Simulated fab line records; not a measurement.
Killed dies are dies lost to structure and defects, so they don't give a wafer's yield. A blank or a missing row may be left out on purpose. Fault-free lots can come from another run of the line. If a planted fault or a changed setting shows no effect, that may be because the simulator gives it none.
Matching of chambers | flow n5 finfet | rie diel-03 running N5_HKMG_FIN_STRIP_57: 4 sister chambers
The step strips in CF4. 8 wafers are shown with their chamber, then 10 later ones without.

## WAFERS, EACH WITH ITS CHAMBER
wafer  | chamber | drypump motor current A (A) | showerhead plenum p Torr (Torr)
L079.2 | 3       | 6.1                         | 1.78
L079.5 | 3       | 6.2                         | 1.78
L081.2 | 0       | 5.5                         | 1.85
L084.1 | 0       | 5.5                         | 1.85
L084.3 | 2       | 5.8                         | 1.79
L084.5 | 1       | 6.0                         | 1.78
L088.3 | 2       | 5.8                         | 1.78
L088.4 | 1       | 6.0                         | 1.77

## WAFERS WHOSE CHAMBER IS MISSING
wafer  | drypump motor current A (A) | showerhead plenum p Torr (Torr)
L088.5 | 5.8                         | 1.79
L090.1 | 5.8                         | 1.78
L090.2 | 6.2                         | 1.77
L090.3 | 5.5                         | 1.84
L094.2 | 5.8                         | 1.78
L094.3 | 6.1                         | 1.77
L094.5 | 5.8                         | 1.78
L095.2 | 6.2                         | 1.77
L095.4 | 6.2                         | 1.77
L095.6 | 5.5                         | 1.84

## WHICH CHAMBER EACH WENT THROUGH
wafer  | from the rows above     | in truth
L088.5 | 2                       | 2
L090.1 | 2                       | 2
L090.2 | 3                       | 3
L090.3 | 0                       | 0
L094.2 | 2                       | 2
L094.3 | can't be placed: 3 or 1 | 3
L094.5 | 2                       | 2
L095.2 | 3                       | 3
L095.4 | 3                       | 3
L095.6 | 0                       | 0
Correct placement for 9 of the 10. Cannot be placed on the basis of these rows: 1; the candidates contain the true chamber in 1. Placed wrongly: 0.
How it was worked out, from the rows above alone: a wafer's distance from a chamber is the root of the sum, over the readings, of the square of ((its reading less the chamber's mean) divided by the reading's scatter). If the next closest chamber is less than 2 further off than the closest, the wafer can't be placed; otherwise it belongs to the closest. The mean given for a chamber averages the wafers shown for that chamber. The scatter: the root of (the sum of the squares of (reading less its chamber's mean) over the shown wafers, divided by (wafers less chambers)).
